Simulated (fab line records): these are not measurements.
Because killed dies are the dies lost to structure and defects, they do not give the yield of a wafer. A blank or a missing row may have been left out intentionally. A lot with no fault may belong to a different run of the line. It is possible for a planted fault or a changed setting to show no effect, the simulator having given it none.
3 desks looking at one fault || flow n5Finfet || each desk holds nothing but its own numbers, with what lay behind them at the end

== FROM THE METROLOGY DESK ==
Means of the sampled wafers that have a number, per lot and without regard to the tool the lot ran on: this is what the gauges read. If a lot's mean is further than 4 standard deviations from the usual mean, the lot is out of limits and carries the mark OUT (the distance appears in the brackets). 7 of its 12 readings are shown, namely those furthest out on some lot.
Columns: A = M0_CUT1_OVL at N5_BEOL_M0_SAQP_OVL_MEAS_41, usual -0.2 nm; B = DIBL_N at N5_BEOL_M4_RC_MEAS_101, usual 37.5 mV/V; C = DIBL_P at N5_BEOL_M4_RC_MEAS_101, usual 37.5 mV/V; D = ION_N at N5_BEOL_M4_RC_MEAS_101, usual 677 uA/um; E = ION_P at N5_BEOL_M4_RC_MEAS_101, usual 464 uA/um; F = VT_N at N5_BEOL_M4_RC_MEAS_101, usual 249 mV; G = VT_P at N5_BEOL_M4_RC_MEAS_101, usual -249 mV
{"lot": "L504", "first seen here": "day 6 15:33", "A": 0.9, "B": 38.4, "C": 36.3, "D": 674, "E": 467, "F": 251, "G": -246}
{"lot": "L513", "first seen here": "day 9 00:41", "A": -0.5, "B": 37.8, "C": 37.8, "D": 675, "E": 457, "F": 250, "G": -252}
{"lot": "L514", "first seen here": "day 9 02:43", "A": -1.6, "B": 36.0, "C": 35.7, "D": 673, "E": 461, "F": 249, "G": -248}
{"lot": "L521", "first seen here": "day 11 00:16", "A": -0.2, "B": 37.6, "C": 36.5, "D": 674, "E": 456, "F": 248, "G": -252}
{"lot": "L522", "first seen here": "day 11 09:24", "A": -0.1, "B": 38.1, "C": 37.1, "D": 685, "E": 463, "F": 248, "G": -252}
{"lot": "L523", "first seen here": "day 11 09:27", "A": -1.4, "B": 37.4, "C": 37.7, "D": 691, "E": 472, "F": 246, "G": -250}
This desk's verdict: no lot among the 6 shows anything out of limits.

== THE TOOL OWNER'S DESK: rieDiel-01 ==
The tool's own readings at N5_BEOL_M0_SAQP_ETCH_88 (etches underlayer in N2/H2, target depth 6.5 nm, time 5.2 s): means of the sampled wafers that have a number, for each lot that ran on this tool. If a lot's mean is further than 4 standard deviations from the usual mean, the lot is out of limits and carries the mark OUT (the distance appears in the brackets). 7 of its 8 readings are shown, namely those furthest out on some lot.
Columns: A = biasW at N5_BEOL_M0_SAQP_ETCH_88, usual 150.0 W; B = chamberPressureMTorr at N5_BEOL_M0_SAQP_ETCH_88, usual 30.00 mTorr; C = etchRfOnTimeS at N5_BEOL_M0_SAQP_ETCH_88, usual 5.20 s; D = oesProductAu at N5_BEOL_M0_SAQP_ETCH_88, usual 0.65 a.u.; E = rfVppV at N5_BEOL_M0_SAQP_ETCH_88, usual 523.2 V; F = showerheadPlenumPTorr at N5_BEOL_M0_SAQP_ETCH_88, usual 2.52 Torr; G = throttleValvePct at N5_BEOL_M0_SAQP_ETCH_88, usual 17.91 %
{"lot": "L504", "first seen here": "day 6 15:44", "A": 149.9, "B": 29.98, "C": 5.06, "D": 0.65, "E": 521.8, "F": 2.50, "G": 17.96}
{"lot": "L521", "first seen here": "day 11 00:26", "A": 150.0, "B": 30.02, "C": 5.45, "D": 0.60, "E": 522.0, "F": 2.50, "G": 18.00}
{"lot": "L522", "first seen here": "day 11 10:13", "A": 150.2, "B": 29.96, "C": 5.27, "D": 0.59, "E": 522.4, "F": 2.51, "G": 17.79}
This desk's verdict: no lot among the 3 shows anything out of limits.

== THE DEFECT DESK ==
Per lot, the means of the sampled wafers with a number show what the inspections along the route counted. If a lot's mean is further than 4 standard deviations from the usual mean, the lot is out of limits and carries the mark OUT (the distance appears in the brackets).
Columns: A = rawDefectCount at N5_BEOL_M0_SAQP_INSPECT_42, usual 278
{"lot": "L504", "first seen here": "day 6 15:38", "A": 261}
{"lot": "L513", "first seen here": "day 9 00:46", "A": 344}
{"lot": "L514", "first seen here": "day 9 02:49", "A": 222}
{"lot": "L521", "first seen here": "day 11 00:22", "A": 321}
{"lot": "L522", "first seen here": "day 11 09:30", "A": 197}
{"lot": "L523", "first seen here": "day 11 09:33", "A": 320}
This desk's verdict: no lot among the 6 shows anything out of limits.

== TAKEN TOGETHER ==
Nothing out of limits was seen by the metrology desk.
The desk of the tool owner found nothing out of limits.
The defect desk saw nothing out of limits.

== WHAT WAS PUT IN BY THE SIMULATOR ==
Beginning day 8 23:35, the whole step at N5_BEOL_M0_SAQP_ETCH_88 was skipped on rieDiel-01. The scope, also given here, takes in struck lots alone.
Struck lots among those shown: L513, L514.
